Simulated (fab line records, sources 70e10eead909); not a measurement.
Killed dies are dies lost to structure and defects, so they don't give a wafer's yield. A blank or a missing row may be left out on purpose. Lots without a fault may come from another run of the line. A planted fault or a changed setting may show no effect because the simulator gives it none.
fab line records | flow nand_harc
record lots=5 wafers=15 last_day=23
route steps=1159 shown P_GATE@185 END@1159
lots that met no fault: from a run of the same line without faults
start_h: hours from the record's first day to the start of the lot's first wafer shown | wait_h: hours since the lot's step before | " the same as in the row above | L1.1+2: a row that stands for several wafers | - no value, or no start given | * or withheld: withheld | < > ~ a bound
route shown NAME@n: a module of which the file shows steps, and the number in the route of the first | usual: mean/standard deviation of fault-free wafers | same: alike in all rows | chamber/n: place in a boat | sites: the reading at each site | _std_site: their standard deviation | _edge_site: outer sites' mean less inner sites' | radius_mm: how far each site lies from the wafer's centre | mask NAME#n: copy n | behind: the tool/chamber that last shaped the wafer | hold: why the lot was held/for how many hours/how that ended | device: the transistor (n, p or np) that didn't switch | end of line: the same wafers' tests at the end of the route | a step without rows: its recipe alone | killed: dies lost to structure and defects at the first sort, not the wafer's yield | map: a wafer's dies, x killed, . not, _ none there
set.NAME: the setting as run; set.NAME@STEP: as run at that earlier step | model.NAME: the simulator's own value behind a step, which no gauge read
lots at some steps of the route; a table a step, a row a wafer
services: from which hour (start_h, from the record's first day; less than 0 if before it) a tool's chamber was out of use, for how many hours, and why
## steps
# step NHARC_P_GATE_CD_MEAS_59
# recipe target_cd_nm=720 landing_energy_ev=500
# usual cd_nm=720.1/1.3
# columns lot.wafer tool chamber start_h wait_h cd_nm
L882.3 cd_sem-02 0 129.65 - 720.3
L882.4 " 0 " " 720.0
L882.5 " 0 " " 720.9
L884.1 cd_sem-01 0 146.34 - 719.1
L884.3 " 0 " " 719.6
L884.4 " 0 " " 720.2
L887.1 cd_sem-02 0 161.98 - 719.3
L887.2 " 0 " " 720.6
L887.3 " 0 " " 719.7
L899.2 cd_sem-02 0 224.60 - 723.1
L899.3 " 0 " " 722.6
L899.4 " 0 " " 721.4
L898.1 cd_sem-02 0 225.49 - 721.2
L898.4 " 0 " " 720.8
L898.5 " 0 " " 721.2
# step NHARC_P_GATE_HARDBAKE_60
# recipe temp_c=125 time_s=80
# step NHARC_P_GATE_DESCUM_61
# recipe time_s=3 o2_flow_sccm=200 ar_flow_sccm=0 bias_power_w=0 chemistry=O2
# usual drypump_motor_current_A=5.8/0.51 oes_product_au=1.002/0.0069 rf_vpp_V=58.0/0.92 showerhead_plenum_p_Torr=1.94/0.089 throttle_valve_pct=11.312/0.0099
# columns lot.wafer tool chamber start_h wait_h drypump_motor_current_A oes_product_au rf_hours_counter_h rf_vpp_V showerhead_plenum_p_Torr throttle_valve_pct
L882.3 rie_diel-06 0 129.80 - 5.3 0.993 12 58.1 1.90 11.322
L882.5 " 0 " " 5.3 1.003 - 58.7 1.90 11.303
L882.4 " 3 " " 6.6 1.003 - 58.5 2.02 11.324
L884.3 rie_diel-05 1 146.51 - 5.9 1.011 56 59.3 2.03 11.296
L884.4 " 2 " " 5.6 1.016 51 58.6 1.94 11.299
L884.1 " 3 " " 6.2 1.004 56 58.7 1.95 11.291
L887.3 rie_diel-05 2 162.15 - 5.6 1.003 59 57.8 1.93 11.312
L887.2 " 0 " " 6.1 1.005 67 59.4 2.05 11.313
L887.1 " 1 " " 5.9 1.006 64 59.6 2.03 11.302
L899.3 rie_diel-06 3 224.77 - 6.6 1.003 32 58.3 2.01 11.308
L899.4 " 0 " " 5.3 1.006 31 56.8 1.89 11.291
L899.2 " 1 " " 5.4 0.997 24 57.2 1.79 11.310
L898.1 rie_diel-06 2 225.65 - 5.0 1.006 24 58.5 2.01 11.306
L898.4 " 0 " " 5.3 0.998 31 58.8 1.89 11.318
L898.5 " 2 " " 5.0 1.009 - 56.4 2.02 11.299
# step NHARC_P_GATE_IMPLANT_62
# recipe energy_kev=20 dose_cm2=3e+15 tilt_deg=7
# step NHARC_P_GATE_STRIP_112
# recipe power_w=1500 temp_c=110 time_s=200 chemistry=N2/H2
# usual drypump_motor_current_A=5.8/0.5 heater_power_w=89/6.8
# columns lot.wafer tool chamber start_h wait_h drypump_motor_current_A heater_power_w rf_hours_counter_h
L882.4 plasma_asher-02 1 130.28 0.2 6.4 99 -
L882.3 " 0 " " 5.2 84 -
L882.5 " 1 " " 6.4 100 -
L884.1 plasma_asher-02 0 146.91 0.2 5.3 82 43
L884.3 " 1 " " 6.4 99 -
L884.4 " 0 " " 5.2 84 -
L887.2 plasma_asher-01 0 162.58 0.2 5.4 83 17
L887.1 " 1 " " 6.1 94 17
L887.3 " 0 " " 5.4 85 -
L899.2 plasma_asher-01 0 225.13 0.2 5.3 83 41
L899.4 " 0 " " 5.3 83 -
L899.3 " 1 " " 6.1 95 -
L898.1 plasma_asher-01 1 226.38 0.6 6.2 92 42
L898.4 " 1 " " 6.2 95 -
L898.5 " 1 " " 6.2 95 -
# step NHARC_P_GATE_STRIP_76
# recipe power_w=1500 temp_c=250 chemistry=O2
# usual drypump_motor_current_A=5.8/0.5 heater_power_w=335/26
# columns lot.wafer tool chamber start_h wait_h drypump_motor_current_A heater_power_w rf_hours_counter_h
L882.4 plasma_asher-02 1 130.48 0.2 6.4 363 -
L882.3 " 0 " " 5.2 311 -
L882.5 " 1 " " 6.4 384 -
L884.1 plasma_asher-02 0 147.15 0.2 5.2 308 44
L884.3 " 1 " " 6.4 377 -
L884.4 " 0 " " 5.2 315 -
L887.2 plasma_asher-01 0 162.84 0.2 5.3 314 17
L887.1 " 1 " " 6.1 350 17
L887.3 " 0 " " 5.3 312 -
L899.2 plasma_asher-01 0 225.39 0.2 5.3 310 42
L899.4 " 0 " " 5.3 318 -
L899.3 " 1 " " 6.2 344 -
L898.1 plasma_asher-01 1 226.61 0.2 6.1 355 43
L898.4 " 1 " " 6.1 346 -
L898.5 " 1 " " 6.1 349 -
# step NHARC_P_GATE_STRIP_63
# recipe time_s=900 temp_c=130 chemistry=SPM
# step NHARC_P_GATE_DEHYDRATE_83
# recipe temp_c=150 time_s=120
# step NHARC_P_GATE_HMDS_84
# recipe time_s=30
# step NHARC_P_GATE_COAT_85
# recipe spin_rpm=3000
# step NHARC_P_GATE_SOFTBAKE_86
# recipe temp_c=122 time_s=95
# step NHARC_P_GATE_EBR_87
# step NHARC_P_GATE_EXPOSE_88
# recipe na=0.6 target_cd_nm=2000 dose_mj=11.87 mask_id=P_HVN
# columns lot.wafer tool chamber start_h wait_h mask
L882.3+4+5 krf_scanner-01 0 131.11 - P_HVN#0
L884.1+3+4 krf_scanner-04 0 147.90 - P_HVN#0
L887.1+2+3 krf_scanner-04 0 163.60 - P_PSD#0
L899.2+3+4 krf_scanner-03 0 226.03 - P_HVN#0
L898.1+4+5 krf_scanner-03 0 227.23 - P_HVN#0
# step NHARC_P_GATE_PEB_89
# recipe peb_temp_c=118 peb_time_s=85
# step NHARC_P_GATE_DEVELOP_90
# recipe time_s=70
# step NHARC_P_GATE_CD_MEAS_91
# recipe target_cd_nm=2000 landing_energy_ev=500
# usual cd_nm=1999.7/1.4
# columns lot.wafer tool chamber start_h wait_h cd_nm
L882.3 cd_sem-03 0 131.26 - 1999.1
L882.4 " 0 " " 1999.9
L882.5 " 0 " " 2000.1
L884.1 cd_sem-03 0 148.05 - 1999.8
L884.3 " 0 " " 2000.9
L884.4 " 0 " " 2001.1
L887.1 cd_sem-02 0 163.76 - -
L887.2 " 0 " " -
L887.3 " 0 " " -
L899.2 cd_sem-02 0 226.19 - 1999.2
L899.3 " 0 " " 1999.4
L899.4 " 0 " " 1997.1
L898.1 cd_sem-03 0 227.39 - 2000.4
L898.4 " 0 " " 2001.9
L898.5 " 0 " " 2000.6
# step NHARC_P_GATE_HARDBAKE_92
# recipe temp_c=125 time_s=80
# step NHARC_END_SORT_01
# recipe temp_c=25
# usual killed_at_array=31/12 killed_at_other=0.6/0.85 killed_at_periphery=3.0/2.3 killed_dies=35/12 killed_open=3.2/1.9 killed_short=1.8/1.4
# same gross_dies=677
# columns lot.wafer tool chamber start_h wait_h hold killed_at_array killed_at_other killed_at_periphery killed_dies killed_open killed_short
L882.3 prober-02 0 455.03 3.1 - 38 2 2 42 2 3
L882.4 prober-02 0 455.85 3.5 - 37 0 6 43 4 5
L882.5 prober-02 0 456.67 3.8 - 34 0 2 36 8 0
L884.1 prober-02 0 472.54 2.6 - 21 2 4 27 6 2
L884.3 prober-02 0 474.13 3.1 - 21 1 7 29 10 2
L884.4 prober-02 0 474.93 3.4 - 13 1 7 21 1 1
L887.1 prober-01 0 500.92 2.5 await_dispo/5.7h/scrap 26 1 650 677 0 1
L887.2 prober-01 0 501.71 2.8 await_dispo/5.7h/scrap 33 0 644 677 5 1
L887.3 prober-01 0 502.51 3.1 await_dispo/5.7h/scrap 41 1 635 677 9 1
L898.1 prober-01 0 551.55 2.5 - 48 0 2 50 5 4
L898.4 prober-01 0 553.94 3.4 - 37 0 8 45 4 0
L898.5 prober-01 0 554.74 3.7 - 41 0 4 45 4 1
L899.2 prober-01 0 560.14 2.8 - 61 0 0 61 3 2
L899.3 prober-01 0 560.94 3.1 - 48 0 0 48 1 1
L899.4 prober-01 0 561.73 3.4 - 57 0 1 58 4 1
# killed by level:class
L882.3 A_CHANNEL_HOLE_D1:chamber_film_flake=17 A_SLIT:chamber_film_flake=10 A_STAIRCASE:chamber_film_flake=4 A_CONTACT:chamber_film_flake=3 STARTING-WAFER:geometric_particle:short=2 A_CHANNEL_FILL_D1:chamber_film_flake=2 P_CONTACT:geometric_particle:open=1 A_M0:geometric_particle:open=1
L882.4 A_SLIT:chamber_film_flake=16 A_CHANNEL_HOLE_D1:chamber_film_flake=11 A_STAIRCASE:chamber_film_flake=3 P_CONTACT:geometric_particle:open=2 A_SOURCE_PLATE:geometric_particle:short=2 P_ZERO_WELL:chamber_film_flake=2 A_CONTACT:chamber_film_flake=2 P_STI:geometric_particle:short=1
L882.5 A_CHANNEL_HOLE_D1:chamber_film_flake=12 A_SLIT:chamber_film_flake=10 A_CONTACT:chamber_film_flake=5 A_ONON_D1:geometric_particle:open=4 P_GATE:geometric_particle:open=2 A_M0:geometric_particle:open=1 A_M1:geometric_particle:open=1 A_STAIRCASE:chamber_film_flake=1
L884.1 A_CHANNEL_HOLE_D1:chamber_film_flake=5 A_CONTACT:chamber_film_flake=4 A_ONON_D1:geometric_particle:open=3 A_STAIRCASE:chamber_film_flake=3 A_SLIT:chamber_film_flake=3 A_M0:geometric_particle:open=2 THIN_TSV:chamber_film_flake=2 P_STI:geometric_particle:short=1
L884.3 A_CONTACT:chamber_film_flake=5 A_ONON_D1:geometric_particle:open=3 A_CONTACT:geometric_particle:open=3 A_SLIT:chamber_film_flake=3 P_STI:geometric_particle:open=2 P_M2:chamber_film_flake=2 A_STAIRCASE:chamber_film_flake=2 P_GATE:geometric_particle:open=1
L884.4 P_M2:chamber_film_flake=4 A_CHANNEL_HOLE_D1:chamber_film_flake=4 P_GATE:chamber_film_flake=3 A_CONTACT:chamber_film_flake=3 A_STAIRCASE:chamber_film_flake=2 A_SLIT:chamber_film_flake=2 A_CHANNEL_FILL_D1:geometric_particle:open=1 A_CHANNEL_FILL_D1:geometric_particle:short=1
L887.1 P_GATE:area_expose=648 A_CHANNEL_HOLE_D1:chamber_film_flake=12 A_SLIT:chamber_film_flake=9 A_CONTACT:chamber_film_flake=2 A_STAIRCASE:chamber_film_flake=2 A_CHANNEL_FILL_D1:geometric_particle:short=1 P_STI:chamber_film_flake=1 P_M2:chamber_film_flake=1
L887.2 P_GATE:area_expose=641 A_CHANNEL_HOLE_D1:chamber_film_flake=11 A_SLIT:chamber_film_flake=8 A_CONTACT:geometric_particle:open=4 A_CONTACT:chamber_film_flake=4 P_STI:chamber_film_flake=2 A_WL_FILL:chamber_film_flake=2 A_STAIRCASE:chamber_film_flake=2
L887.3 P_GATE:area_expose=631 A_SLIT:chamber_film_flake=13 A_CHANNEL_HOLE_D1:chamber_film_flake=11 A_STAIRCASE:chamber_film_flake=3 A_CONTACT:chamber_film_flake=3 P_M0:geometric_particle:open=2 A_CHANNEL_FILL_D1:geometric_particle:open=2 A_BLC:geometric_particle:open=2
L898.1 A_SLIT:chamber_film_flake=22 A_CHANNEL_HOLE_D1:chamber_film_flake=10 A_CONTACT:chamber_film_flake=7 A_WL_FILL:geometric_particle:open=2 A_CONTACT:geometric_particle:open=2 A_BLC:geometric_particle:short=2 P_STI:chamber_film_flake=2 A_SGD_CUT:geometric_particle:short=1
L898.4 A_SLIT:chamber_film_flake=18 A_CHANNEL_HOLE_D1:chamber_film_flake=12 P_M0:chamber_film_flake=3 A_CONTACT:chamber_film_flake=3 P_STI:chamber_film_flake=2 P_CONTACT:geometric_particle:open=1 P_M0:geometric_particle:open=1 A_CONTACT:geometric_particle:open=1
L898.5 A_SLIT:chamber_film_flake=17 A_CHANNEL_HOLE_D1:chamber_film_flake=11 A_CONTACT:chamber_film_flake=7 P_STI:chamber_film_flake=2 A_CHANNEL_FILL_D1:geometric_particle:open=1 A_WL_FILL:geometric_particle:short=1 A_CONTACT:geometric_particle:open=1 A_BLC:geometric_particle:open=1
L899.2 A_CHANNEL_HOLE_D1:chamber_film_flake=28 A_SLIT:chamber_film_flake=18 A_CHANNEL_FILL_D1:chamber_film_flake=3 A_CONTACT:chamber_film_flake=3 A_SGD_CUT:geometric_particle:open=2 A_ZERO_WELL:chamber_film_flake=2 A_SOURCE_PLATE:geometric_particle:short=1 A_CHANNEL_FILL_D1:geometric_particle:open=1
L899.3 A_CHANNEL_HOLE_D1:chamber_film_flake=26 A_SLIT:chamber_film_flake=11 A_CONTACT:chamber_film_flake=4 A_STAIRCASE:chamber_film_flake=3 A_CHANNEL_FILL_D1:geometric_particle:open=1 A_SLIT:geometric_particle:short=1 A_ZERO_WELL:chamber_film_flake=1 A_CHANNEL_FILL_D1:chamber_film_flake=1
L899.4 A_CHANNEL_HOLE_D1:chamber_film_flake=24 A_SLIT:chamber_film_flake=16 A_STAIRCASE:chamber_film_flake=4 A_CONTACT:chamber_film_flake=4 A_CHANNEL_FILL_D1:chamber_film_flake=3 A_BONDPAD:chamber_film_flake=2 P_M2:geometric_particle:open=1 A_ONON_D1:geometric_particle:open=1
# map L887.1 (x killed, . not)
____________x____________
_________xxxxxxx_________
_______xxxxxxxxxxx_______
______xxxxxxxxxxxxx______
_____xxxxxxxxxxxxxxx_____
____xxxxxxxxxxxxxxxxx____
____xxxxxxxxxxxxxxxxx____
___xxxxxxxxxxxxxxxxxxx___
___xxxxxxxxxxxxxxxxxxx___
__xxxxxxxxxxxxxxxxxxxxx__
__xxxxxxxxxxxxxxxxxxxxx__
_xxxxxxxxxxxxxxxxxxxxxxx_
_xxxxxxxxxxxxxxxxxxxxxxx_
_xxxxxxxxxxxxxxxxxxxxxxx_
_xxxxxxxxxxxxxxxxxxxxxxx_
_xxxxxxxxxxxxxxxxxxxxxxx_
xxxxxxxxxxxxxxxxxxxxxxxxx
xxxxxxxxxxxxxxxxxxxxxxxxx
xxxxxxxxxxxxxxxxxxxxxxxxx
xxxxxxxxxxxxxxxxxxxxxxxxx
xxxxxxxxxxxxxxxxxxxxxxxxx
_xxxxxxxxxxxxxxxxxxxxxxx_
_xxxxxxxxxxxxxxxxxxxxxxx_
_xxxxxxxxxxxxxxxxxxxxxxx_
_xxxxxxxxxxxxxxxxxxxxxxx_
_xxxxxxxxxxxxxxxxxxxxxxx_
__xxxxxxxxxxxxxxxxxxxxx__
__xxxxxxxxxxxxxxxxxxxxx__
___xxxxxxxxxxxxxxxxxxx___
___xxxxxxxxxxxxxxxxxxx___
____xxxxxxxxxxxxxxxxx____
____xxxxxxxxxxxxxxxxx____
_____xxxxxxxxxxxxxxx_____
______xxxxxxxxxxxxx______
_______xxxxxxxxxxx_______
_________xxxxxxx_________
____________x____________
# map L884.3 (x killed, . not)
____________.____________
_________x......_________
_______..........._______
______.....x.......______
_____..............._____
____....x............____
____.................____
___...................___
___...................___
__..x......x...........__
__.....................__
_..x............x......._
_..............x........_
_..............x......x._
_................x......_
_...x..................._
......x..................
....x....................
x..............x.........
.............x........x..
...........xx............
_....................x.._
_......................._
_......................._
_....................xx._
_......................._
__.....................__
__.........x...........__
___...................___
___........x..........___
____.x...............____
____.................____
_____..............._____
______...x.........______
_______..x........_______
_________......._________
____________x____________
## services
# columns tool chamber start_h hours kind
plasma_asher-01 0 108.00 - clean
plasma_asher-01 1 108.00 - clean
rie_diel-06 1 118.90 36.4 repair
rie_diel-06 0 122.58 - clean
rie_diel-06 2 122.58 - clean
rie_diel-06 3 122.58 - clean
krf_scanner-04 - 126.00 4.0 pm
rie_diel-06 0 131.80 9.3 repair
krf_scanner-01 - 134.36 1.0 repair
rie_diel-06 0 147.43 - clean
rie_diel-06 2 147.43 - clean
rie_diel-06 3 147.43 - clean
krf_scanner-03 - 153.83 0.2 repair
rie_diel-05 - 164.39 9.0 pm
krf_scanner-03 - 168.00 4.0 pm
rie_diel-06 0 171.99 - clean
rie_diel-06 1 171.99 - clean
rie_diel-06 2 171.99 - clean
plasma_asher-02 - 183.65 9.0 pm
plasma_asher-02 0 183.65 9.0 vent_cycle
plasma_asher-02 1 183.65 9.0 vent_cycle
krf_scanner-04 - 187.06 0.3 repair
plasma_asher-02 0 192.65 - clean
plasma_asher-02 1 192.65 - clean
## key
first_sign step=NHARC_P_GATE_EXPOSE_88 reading=mask direction=changed
effect step=NHARC_P_GATE_CD_MEAS_91 reading=cd_nm direction=missing
effect step=NHARC_END_SORT_01 reading=killed_at_periphery direction=up sigmas=99+ usual=3.0 struck=643
more_kills_born_at NHARC_P_GATE_EXPOSE_88@krf_scanner-04=1920
met_at NHARC_P_GATE_EXPOSE_88
struck_wafers L887.1,L887.2,L887.3
later_rows_left_out L887.1,L887.2,L887.3
tester_left_out L887
onset_between 147.90 163.60
fault kind=wrong_mask tool=any chamber=- onset_h=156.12 steps=NHARC_P_GATE_EXPOSE_88 aux_copy=P_PSD#0 scope=struck_lots_only
# tester_left_out: of these lots the tester's yield and bins aren't shown, on N5 and GAA mostly nor the transistor test; their killed dies are dies lost to structure and defects alone, not to doping, threshold or leakage, so they don't give the yield
# later_rows_left_out: the simulator's readings of these wafers behind a module that went badly wrong aren't trusted and aren't shown, but for the sort
